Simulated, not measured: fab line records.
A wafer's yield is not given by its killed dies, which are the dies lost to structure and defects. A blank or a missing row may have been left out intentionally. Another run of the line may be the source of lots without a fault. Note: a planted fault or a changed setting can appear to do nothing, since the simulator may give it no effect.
fab line records	flow nandHarc	part 1 of 2: steps 1 to 22 of 34
record lots=5	wafers=15	lastDay=23
route steps=1159 shown A_STAIRCASE@677
lots untouched by any fault: they come from a run of this same line in which no faults occurred
startH: hours from the record's first day to the start of the lot's first wafer shown	waitH: hours elapsed since this lot's preceding step	" identical to the entry in the row above	L1.1+2: a single row standing in for several wafers	- no value, or no start given	* or withheld: withheld	< > ~ a bound
route shown NAME@n: NAME is a module with steps in the file, n the number in the route of the first one	usual: average and standard deviation across the fault-free wafers	same: alike in all rows	chamber/n: place in a boat	sites: the reading at each site	_std_site: their standard deviation	_edge_site: inner sites' mean taken away from outer sites' mean	radiusMm: for every site, how far away it sits from the centre of the wafer	mask NAME#n: copy n	behind: the most recent tool/chamber to have shaped the wafer	hold: the reason the lot was held/the length of the hold in hours/how it ended	device: transistor that didn't switch, given as n, p or np	end of line: at the end of the route, the tests of the same wafers	step lacking rows: just its recipe	killed: count of dies lost to structure and defects at first sort (not the wafer's yield)	map: per-die view of a wafer (x killed, . not killed, _ where there is no die)
set.NAME: the setting the step ran with; set.NAME@STEP: the setting that earlier step ran with	model.NAME: the simulator's own value behind a step, which no gauge read
certain route steps with their lots: each step a table, each wafer a row
services: a tool's chamber out of use, with start hour (startH, from the record's first day; less than 0 if before it), hours out, and reason
## steps
# step NHARC_A_STAIRCASE_DEHYDRATE_302
# recipe tempC=150	timeS=120
# usual chillPlateTempC=23.00/0.1
lot.wafer	tool	chamber	startH	waitH	chillPlateTempC
L075.2	lithoTrack-03	0	253.26	0.2	22.97
L075.4	"	0	"	"	23.15
L075.5	"	0	"	"	23.05
L074.2	lithoTrack-07	0	256.09	0.2	23.08
L074.3	"	0	"	"	23.02
L074.6	"	0	"	"	22.97
L083.4	lithoTrack-03	0	315.95	0.2	22.95
L083.5	"	0	"	"	23.00
L083.6	"	0	"	"	22.86
L086.2	lithoTrack-07	0	342.26	0.2	22.94
L086.3	"	0	"	"	23.01
L086.5	"	0	"	"	22.82
L091.2	lithoTrack-03	0	367.40	0.2	22.84
L091.5	"	0	"	"	23.09
L091.6	"	0	"	"	22.86
# step NHARC_A_STAIRCASE_HMDS_303
# recipe timeS=30
# usual chillPlateTempC=23.02/0.11
lot.wafer	tool	chamber	startH	waitH	chillPlateTempC
L075.2	lithoTrack-03	0	-	-	23.06
L075.4	"	0	"	"	22.94
L075.5	"	0	"	"	22.97
L074.2	lithoTrack-07	0	-	-	23.10
L074.3	"	0	"	"	23.02
L074.6	"	0	"	"	22.99
L083.4	lithoTrack-03	0	-	-	23.21
L083.5	"	0	"	"	23.14
L083.6	"	0	"	"	23.18
L086.2	lithoTrack-07	0	-	-	22.93
L086.3	"	0	"	"	22.94
L086.5	"	0	"	"	22.77
L091.2	lithoTrack-03	0	-	-	22.97
L091.5	"	0	"	"	23.11
L091.6	"	0	"	"	23.04
# step NHARC_A_STAIRCASE_COAT_304
# recipe spinRpm=1200
# usual chillPlateTempC=22.99/0.11
lot.wafer	tool	chamber	startH	waitH	chillPlateTempC
L075.2	lithoTrack-03	0	-	-	23.00
L075.4	"	0	"	"	22.92
L075.5	"	0	"	"	22.71
L074.2	lithoTrack-07	0	-	-	23.02
L074.3	"	0	"	"	23.05
L074.6	"	0	"	"	23.02
L083.4	lithoTrack-03	0	-	-	23.10
L083.5	"	0	"	"	23.06
L083.6	"	0	"	"	23.08
L086.2	lithoTrack-07	0	-	-	23.08
L086.3	"	0	"	"	22.98
L086.5	"	0	"	"	23.18
L091.2	lithoTrack-03	0	-	-	22.96
L091.5	"	0	"	"	23.06
L091.6	"	0	"	"	23.11
# step NHARC_A_STAIRCASE_SOFTBAKE_305
# recipe tempC=135	timeS=170
# usual chillPlateTempC=23.00/0.11
lot.wafer	tool	chamber	startH	waitH	chillPlateTempC
L075.2	lithoTrack-03	0	-	-	23.06
L075.4	"	0	"	"	23.01
L075.5	"	0	"	"	23.05
L074.2	lithoTrack-07	0	-	-	23.19
L074.3	"	0	"	"	23.04
L074.6	"	0	"	"	23.03
L083.4	lithoTrack-03	0	-	-	22.99
L083.5	"	0	"	"	22.93
L083.6	"	0	"	"	22.98
L086.2	lithoTrack-07	0	-	-	22.88
L086.3	"	0	"	"	23.03
L086.5	"	0	"	"	23.05
L091.2	lithoTrack-03	0	-	-	22.89
L091.5	"	0	"	"	22.92
L091.6	"	0	"	"	23.08
# step NHARC_A_STAIRCASE_EBR_306
# usual chillPlateTempC=23.00/0.11
lot.wafer	tool	chamber	startH	waitH	chillPlateTempC
L075.2	lithoTrack-03	0	-	-	23.15
L075.4	"	0	"	"	23.10
L075.5	"	0	"	"	23.03
L074.2	lithoTrack-07	0	-	-	22.94
L074.3	"	0	"	"	22.93
L074.6	"	0	"	"	22.84
L083.4	lithoTrack-03	0	-	-	22.91
L083.5	"	0	"	"	22.79
L083.6	"	0	"	"	22.91
L086.2	lithoTrack-07	0	-	-	23.07
L086.3	"	0	"	"	23.09
L086.5	"	0	"	"	23.21
L091.2	lithoTrack-03	0	-	-	23.34
L091.5	"	0	"	"	23.16
L091.6	"	0	"	"	23.27
# step NHARC_A_STAIRCASE_EXPOSE_307
# recipe na=0.5	doseMj=45.72	maskId=CHOP_50
lot.wafer	tool	chamber	startH	waitH	mask
L075.2+4+5	krfScanner-02	0	253.47	-	CHOP_50#0
L074.2+3+6	krfScanner-02	0	256.42	-	CHOP_50#0
L083.4+5+6	krfScanner-02	0	316.30	-	CHOP_50#0
L086.2+3+5	krfScanner-02	0	342.60	-	CHOP_50#0
L091.2+5+6	krfScanner-03	0	367.74	-	CHOP_50#0
# step NHARC_A_STAIRCASE_PEB_308
# recipe pebTempC=115	pebTimeS=130
# usual chillPlateTempC=22.99/0.095
lot.wafer	tool	chamber	startH	waitH	chillPlateTempC
L075.2	lithoTrack-07	0	253.54	0.1	23.19
L075.4	"	0	"	"	23.12
L075.5	"	0	"	"	22.90
L074.2	lithoTrack-07	0	256.48	0.1	23.04
L074.3	"	0	"	"	22.95
L074.6	"	0	"	"	22.96
L083.4	lithoTrack-07	0	316.35	0.0	23.01
L083.5	"	0	"	"	23.04
L083.6	"	0	"	"	22.91
L086.2	lithoTrack-07	0	342.67	0.1	22.93
L086.3	"	0	"	"	22.85
L086.5	"	0	"	"	22.89
L091.2	lithoTrack-03	0	367.80	0.1	22.94
L091.5	"	0	"	"	23.10
L091.6	"	0	"	"	23.17
# step NHARC_A_STAIRCASE_DEVELOP_309
# recipe timeS=140
# usual chillPlateTempC=23.00/0.12
lot.wafer	tool	chamber	startH	waitH	chillPlateTempC
L075.2	lithoTrack-07	0	-	-	22.90
L075.4	"	0	"	"	22.88
L075.5	"	0	"	"	22.72
L074.2	lithoTrack-07	0	-	-	22.92
L074.3	"	0	"	"	22.97
L074.6	"	0	"	"	22.97
L083.4	lithoTrack-07	0	-	-	22.90
L083.5	"	0	"	"	23.04
L083.6	"	0	"	"	23.04
L086.2	lithoTrack-07	0	-	-	23.06
L086.3	"	0	"	"	23.02
L086.5	"	0	"	"	23.29
L091.2	lithoTrack-03	0	-	-	23.09
L091.5	"	0	"	"	23.15
L091.6	"	0	"	"	23.08
# step NHARC_A_STAIRCASE_HARDBAKE_311
# recipe tempC=120	timeS=140
# usual chillPlateTempC=22.99/0.11
lot.wafer	tool	chamber	startH	waitH	chillPlateTempC
L075.2	lithoTrack-07	0	253.76	-	23.07
L075.4	"	0	"	"	23.15
L075.5	"	0	"	"	22.98
L074.2	lithoTrack-07	0	256.71	-	22.90
L074.3	"	0	"	"	22.86
L074.6	"	0	"	"	22.92
L083.4	lithoTrack-07	0	316.58	-	23.02
L083.5	"	0	"	"	22.86
L083.6	"	0	"	"	22.95
L086.2	lithoTrack-07	0	342.91	-	22.88
L086.3	"	0	"	"	22.95
L086.5	"	0	"	"	23.00
L091.2	lithoTrack-03	0	368.02	-	23.03
L091.5	"	0	"	"	23.21
L091.6	"	0	"	"	23.07
# step NHARC_A_STAIRCASE_DESCUM_312
# recipe timeS=3	o2FlowSccm=200	arFlowSccm=0	biasPowerW=0	chemistry=O2
# usual drypumpMotorCurrentA=6.1/0.39	oesProductAu=0.999/0.011	rfVppV=57.8/0.95	showerheadPlenumPTorr=1.93/0.085	throttleValvePct=11.312/0.0091
lot.wafer	tool	chamber	startH	waitH	drypumpMotorCurrentA	oesProductAu	rfHoursCounterH	rfVppV	showerheadPlenumPTorr	throttleValvePct
L075.2	rieDiel-06	2	253.86	-	6.4	0.989	2	57.6	1.95	11.328
L075.4	"	3	"	"	5.7	0.999	1	58.0	1.96	11.298
L075.5	"	2	"	"	6.4	0.985	-	56.6	1.95	11.307
L074.3	rieDiel-07	0	256.81	-	6.3	1.008	9	58.0	2.01	11.311
L074.2	"	1	"	"	5.4	1.023	9	56.9	1.89	11.337
L074.6	"	2	"	"	6.0	1.005	-	58.2	2.05	11.330
L083.4	rieDiel-06	3	317.23	-	5.7	0.999	25	57.7	1.95	11.307
L083.5	"	1	"	"	6.2	1.006	-	55.4	1.90	11.296
L083.6	"	2	"	"	6.4	0.976	-	58.9	1.95	11.308
L086.2	rieDiel-06	0	343.00	-	6.3	1.010	36	57.4	1.81	11.310
L086.3	"	3	"	"	5.7	1.000	36	57.1	1.95	11.305
L086.5	"	1	"	"	6.2	1.016	-	59.0	1.90	11.303
L091.2	rieDiel-02	3	368.11	-	5.8	0.993	13	57.8	2.07	11.314
L091.6	"	1	"	"	6.7	0.998	-	56.8	1.99	11.314
L091.5	"	2	"	"	6.3	0.995	-	56.5	1.95	11.297
# step NHARC_A_STAIRCASE_ETCH_313
# recipe cf4FlowSccm=100	chf3FlowSccm=30	arFlowSccm=0	rfW=500	biasW=200	chemistry=CF4/CHF3
# usual drypumpMotorCurrentA=6.1/0.38	oesProductAu=0.938/0.02	rfVppV=371.1/2.5	showerheadPlenumPTorr=1.59/0.067	throttleValvePct=16.801/0.0091
lot.wafer	tool	chamber	startH	waitH	drypumpMotorCurrentA	oesProductAu	rfHoursCounterH	rfVppV	showerheadPlenumPTorr	throttleValvePct
L075.2	rieDiel-06	1	253.94	0.1	6.2	0.970	2	369.8	1.57	16.781
L075.4	"	0	"	"	6.3	0.985	2	367.4	1.50	16.789
L075.5	"	2	"	"	6.4	0.943	-	371.5	1.60	16.819
L074.3	rieDiel-07	3	256.89	0.1	5.4	0.907	9	372.1	1.65	16.801
L074.2	"	1	"	"	5.4	0.943	9	368.9	1.56	16.810
L074.6	"	3	"	"	5.5	0.919	-	375.2	1.65	16.807
L083.4	rieDiel-06	1	317.30	0.1	6.2	0.958	24	369.6	1.56	16.800
L083.6	"	0	"	"	6.3	0.965	-	367.5	1.50	16.808
L083.5	"	1	"	"	6.2	0.960	-	371.0	1.56	16.813
L086.2	rieDiel-06	3	343.10	0.1	5.7	0.990	36	370.7	1.60	16.799
L086.3	"	0	"	"	6.3	0.979	36	366.9	1.49	16.805
L086.5	"	1	"	"	6.2	0.971	-	369.9	1.56	16.808
L091.2	rieDiel-02	1	368.21	0.1	6.7	0.932	13	373.2	1.63	16.810
L091.6	"	1	"	"	6.7	0.935	-	371.9	1.63	16.798
L091.5	"	2	"	"	6.3	0.932	-	370.9	1.60	16.813
# step NHARC_A_STAIRCASE_HM_OPEN_463
# recipe o2FlowSccm=400	cosFlowSccm=20	arFlowSccm=0	rfW=500	biasW=300	chemistry=O2/COS
# usual drypumpMotorCurrentA=6.1/0.39	oesProductAu=0.999/0.01	rfVppV=467.7/2.9	showerheadPlenumPTorr=3.15/0.13	throttleValvePct=28.331/0.0088
lot.wafer	tool	chamber	startH	waitH	drypumpMotorCurrentA	oesProductAu	rfHoursCounterH	rfVppV	showerheadPlenumPTorr	throttleValvePct
L075.4	rieDiel-06	2	-	-	6.5	0.985	2	468.5	3.18	28.332
L075.2	"	0	"	"	6.4	1.001	2	464.1	2.98	28.360
L075.5	"	2	"	"	6.4	0.985	-	467.8	3.18	28.316
L074.3	rieDiel-07	2	-	-	6.0	1.004	8	471.5	3.33	28.337
L074.2	"	1	"	"	5.4	1.017	9	465.0	3.09	28.340
L074.6	"	2	"	"	6.0	0.999	-	471.5	3.33	28.337
L083.4	rieDiel-06	0	-	-	6.3	1.005	25	465.6	2.97	28.331
L083.6	"	3	"	"	5.7	0.996	-	469.2	3.18	28.352
L083.5	"	0	"	"	6.3	1.013	-	465.4	2.97	28.331
L086.2	rieDiel-06	2	-	-	6.4	0.997	30	468.5	3.17	28.323
L086.3	"	0	"	"	6.3	0.996	36	462.7	2.97	28.337
L086.5	"	2	"	"	6.4	0.990	-	469.9	3.17	28.325
L091.2	rieDiel-02	2	-	-	6.3	0.991	13	468.4	3.18	28.328
L091.6	"	1	"	"	6.7	1.008	-	470.2	3.24	28.325
L091.5	"	2	"	"	6.3	0.996	-	470.2	3.18	28.336
# step NHARC_A_STAIRCASE_STRIP_464
# recipe o2FlowSccm=400	cosFlowSccm=20	arFlowSccm=0	biasW=0	chemistry=O2/COS
lot.wafer	tool	chamber	startH	waitH
L075.4+2+5	rieDiel-06	1,2,1	-	-
L074.2+3+6	rieDiel-07	1,0,2	-	-
L083.4+5+6	rieDiel-06	3,0,1	-	-
L086.2+3+5	rieDiel-06	0,1,3	-	-
L091.2+5+6	rieDiel-02	2,1,2	-	-
# step NHARC_A_STAIRCASE_ETCH_453
# recipe targetDepthA=300	overetchA=30	timeS=16.5	ionEnergyEv=100	cf4FlowSccm=80	o2FlowSccm=20	arFlowSccm=0	rfW=300	biasW=100	chemistry=CF4/O2
# usual drypumpMotorCurrentA=6.1/0.39	oesProductAu=0.999/0.011	rfVppV=198.0/1.5	showerheadPlenumPTorr=1.35/0.059	throttleValvePct=13.398/0.0086
lot.wafer	tool	chamber	startH	waitH	drypumpMotorCurrentA	oesProductAu	rfHoursCounterH	rfVppV	showerheadPlenumPTorr	throttleValvePct
L075.4	rieDiel-06	1	-	-	6.2	1.004	2	199.0	1.33	13.407
L075.2	"	3	"	"	5.7	1.008	2	199.2	1.37	13.384
L075.5	"	1	"	"	6.2	1.004	-	197.9	1.33	13.400
L074.2	rieDiel-07	0	-	-	6.3	1.014	9	198.7	1.40	13.399
L074.3	"	1	"	"	5.5	1.025	9	198.5	1.32	13.406
L074.6	"	2	"	"	6.0	1.016	-	198.7	1.43	13.390
L083.4	rieDiel-06	1	-	-	6.2	1.007	24	197.9	1.33	13.403
L083.6	"	1	"	"	6.2	1.015	-	197.4	1.33	13.402
L083.5	"	2	"	"	6.5	0.988	-	198.1	1.36	13.404
L086.3	rieDiel-06	2	-	-	6.4	0.982	30	199.9	1.36	13.410
L086.2	"	1	"	"	6.2	1.002	34	197.2	1.32	13.404
L086.5	"	2	"	"	6.4	0.986	-	198.7	1.36	13.411
L091.2	rieDiel-02	2	-	-	6.3	0.999	13	197.2	1.36	13.411
L091.5	"	1	"	"	6.7	1.006	-	199.2	1.39	13.382
L091.6	"	3	"	"	5.8	1.005	-	200.1	1.44	13.397
# step NHARC_A_STAIRCASE_ETCH_315
# recipe targetDepthA=25000	timeS=607.1	ionEnergyEv=800	c4f8FlowSccm=80	o2FlowSccm=60	arFlowSccm=withheld	rfW=600	biasW=3000	chemistry=C4F8/O2/Ar
# usual oesProductAu=0.933/0.012	rfVppV=1828/11
lot.wafer	tool	chamber	startH	waitH	oesProductAu	rfHoursCounterH	rfVppV
L075.2	rieDiel-06	0	-	-	0.953	2	1815
L075.4	"	1	"	"	0.952	3	1826
L075.5	"	0	"	"	0.955	-	1814
L074.3	rieDiel-07	1	-	-	0.941	9	1824
L074.2	"	2	"	"	0.935	9	1843
L074.6	"	2	"	"	0.926	-	1843
L083.4	rieDiel-06	3	-	-	0.937	25	1831
L083.6	"	1	"	"	0.944	-	1824
L083.5	"	2	"	"	0.934	-	1831
L086.2	rieDiel-06	3	-	-	0.937	36	1832
L086.3	"	1	"	"	0.958	34	1825
L086.5	"	3	"	"	0.949	-	1831
L091.2	rieDiel-02	2	-	-	0.942	13	1832
L091.5	"	3	"	"	0.932	-	1848
L091.6	"	1	"	"	0.936	-	1836
# step NHARC_A_STAIRCASE_STRIP_316
# recipe o2FlowSccm=500	arFlowSccm=0	biasW=0	chemistry=O2
# usual drypumpMotorCurrentA=6.1/0.38	oesProductAu=0.999/0.011	rfVppV=57.9/0.93	showerheadPlenumPTorr=3.56/0.15	throttleValvePct=17.037/0.009
lot.wafer	tool	chamber	startH	waitH	drypumpMotorCurrentA	oesProductAu	rfHoursCounterH	rfVppV	showerheadPlenumPTorr	throttleValvePct
L075.2	rieDiel-06	1	-	-	6.3	0.995	3	58.2	3.51	17.038
L075.4	"	3	"	"	5.7	1.002	2	56.6	3.61	17.026
L075.5	"	1	"	"	6.3	1.000	-	57.6	3.52	17.037
L074.2	rieDiel-07	2	-	-	6.1	1.010	9	57.9	3.77	17.020
L074.3	"	3	"	"	5.5	0.997	9	58.6	3.69	17.027
L074.6	"	0	"	"	6.3	1.002	-	60.3	3.69	17.042
L083.4	rieDiel-06	0	-	-	6.4	1.004	25	58.9	3.36	17.043
L083.6	"	2	"	"	6.4	0.978	-	58.4	3.59	17.030
L083.5	"	3	"	"	5.7	0.996	-	57.8	3.59	17.043
L086.2	rieDiel-06	3	-	-	5.7	1.001	37	57.8	3.59	17.049
L086.3	"	1	"	"	6.3	1.001	34	57.6	3.50	17.043
L086.5	"	0	"	"	6.3	1.012	-	57.9	3.35	17.030
L091.2	rieDiel-02	3	-	-	5.8	0.997	13	57.5	3.80	17.035
L091.5	"	3	"	"	5.8	0.989	-	57.1	3.80	17.044
L091.6	"	1	"	"	6.7	1.002	-	59.6	3.66	17.046
# step NHARC_A_STAIRCASE_STRIP_317
# recipe timeS=900	tempC=130	chemistry=SPM
lot.wafer	tool	chamber	startH	waitH
L075.4+2+5	wetBench-09	3,5,7	255.20	-
L074.6+3+2	wetBench-06	0,4,5	258.25	-
L083.6+4+5	wetBench-06	7,0,1	318.56	-
L086.5+2+3	wetBench-09	0,2,3	344.34	-
L091.5+6+2	wetBench-09	0,2,3	369.74	-
# step NHARC_A_STAIRCASE_PRECLEAN_318
# recipe timeS=*	tempC=50	bathAgeMin=0	chemistry=SC1
lot.wafer	tool	chamber	startH	waitH
L075.4+2+5	wetBench-09	3,5,7	-	-
L074.6+3+2	wetBench-06	0,4,5	-	-
L083.6+4+5	wetBench-06	7,0,1	-	-
L086.5+2+3	wetBench-09	0,2,3	-	-
L091.5+6+2	wetBench-09	0,2,3	-	-
# step NHARC_A_STAIRCASE_SRD_329
lot.wafer	tool	chamber	startH	waitH
L075.4+2+5	wetBench-09	3,5,7	-	-
L074.6+3+2	wetBench-06	0,4,5	-	-
L083.6+4+5	wetBench-06	7,0,1	-	-
L086.5+2+3	wetBench-09	0,2,3	-	-
L091.5+6+2	wetBench-09	0,2,3	-	-
# step NHARC_A_STAIRCASE_ALD_415
# recipe targetThkA=300	pulseTimeS=6	aldCycles=300	tempC=300	material=SiO2
# usual heaterPowerW=446/29	precursorPulseHeightRel=1.000/0.018
lot.wafer	tool	chamber	startH	waitH	heaterPowerW	precursorPulseHeightRel
L075.4	aldHk-02	2	256.18	0.5	445	0.992
L075.2	"	3	"	"	395	0.989
L075.5	"	1	"	"	435	0.997
L074.2	aldHk-04	2	258.78	0.1	422	1.031
L074.3	"	0	"	"	412	1.000
L074.6	"	2	"	"	399	1.002
L083.4	aldHk-02	0	319.54	0.5	416	0.995
L083.6	"	2	"	"	455	0.967
L083.5	"	3	"	"	428	0.965
L086.2	aldHk-02	3	345.94	1.1	423	0.990
L086.3	"	1	"	"	444	0.991
L086.5	"	3	"	"	418	1.023
L091.2	aldHk-02	1	370.98	0.8	451	0.997
L091.5	"	1	"	"	445	0.998
L091.6	"	2	"	"	454	0.982
# step NHARC_A_STAIRCASE_ETCHBACK_416
# recipe targetDepthA=360	timeS=7.2	c4f8FlowSccm=withheld	o2FlowSccm=8	arFlowSccm=withheld	rfW=600	biasW=800	chemistry=C4F8/O2/Ar
# usual oesProductAu=0.95/0.036	rfVppV=725/4.6
lot.wafer	tool	chamber	startH	waitH	oesProductAu	rfHoursCounterH	rfVppV
L075.4	rieDiel-06	1	-	-	0.94	4	724
L075.2	"	3	"	"	0.92	4	726
L075.5	"	0	"	"	0.93	-	718
L074.3	rieDiel-06	3	-	-	0.99	5	726
L074.2	"	0	"	"	0.99	5	717
L074.6	"	0	"	"	1.00	-	719
L083.4	rieDiel-06	2	-	-	0.91	21	724
L083.5	"	1	"	"	0.93	-	723
L083.6	"	2	"	"	0.91	-	726
L086.2	rieDiel-02	2	-	-	1.00	5	725
L086.3	"	3	"	"	1.00	5	730
L086.5	"	2	"	"	1.00	-	725
L091.2	rieDiel-07	0	-	-	0.93	54	727
L091.5	"	3	"	"	0.92	-	726
L091.6	"	0	"	"	0.93	-	728
# step NHARC_A_STAIRCASE_STRIP_476
# recipe timeS=20	o2FlowSccm=500	arFlowSccm=0	biasW=0	chemistry=O2
# usual drypumpMotorCurrentA=6.1/0.39	oesProductAu=0.999/0.01	rfVppV=58.0/0.94	showerheadPlenumPTorr=3.59/0.15	throttleValvePct=17.036/0.0085
lot.wafer	tool	chamber	startH	waitH	drypumpMotorCurrentA	oesProductAu	rfHoursCounterH	rfVppV	showerheadPlenumPTorr	throttleValvePct
L075.2	rieDiel-06	1	257.88	0.1	6.3	0.999	4	57.4	3.51	17.037
L075.4	"	3	"	"	5.7	0.992	4	57.7	3.60	17.033
L075.5	"	2	"	"	6.5	0.991	-	57.3	3.60	17.039
L074.3	rieDiel-06	1	261.02	0.1	6.2	1.001	6	56.0	3.51	17.031
L074.2	"	3	"	"	5.7	1.006	5	58.2	3.60	17.035
L074.6	"	0	"	"	6.4	1.001	-	57.3	3.37	17.028
L083.4	rieDiel-06	1	321.26	0.1	6.2	1.001	25	58.3	3.50	17.038
L083.6	"	2	"	"	6.4	0.994	-	57.6	3.59	17.019
L083.5	"	3	"	"	5.7	1.002	-	57.4	3.59	17.037
L086.3	rieDiel-02	2	348.00	0.2	6.3	0.990	5	57.4	3.59	17.047
L086.2	"	3	"	"	5.9	0.995	5	58.7	3.81	17.027
L086.5	"	2	"	"	6.3	0.995	-	58.0	3.59	17.046
L091.2	rieDiel-07	2	373.13	0.1	6.0	0.999	48	58.3	3.74	17.039
L091.5	"	0	"	"	6.3	1.002	-	58.1	3.66	17.048
L091.6	"	1	"	"	5.4	1.000	-	58.2	3.48	17.036
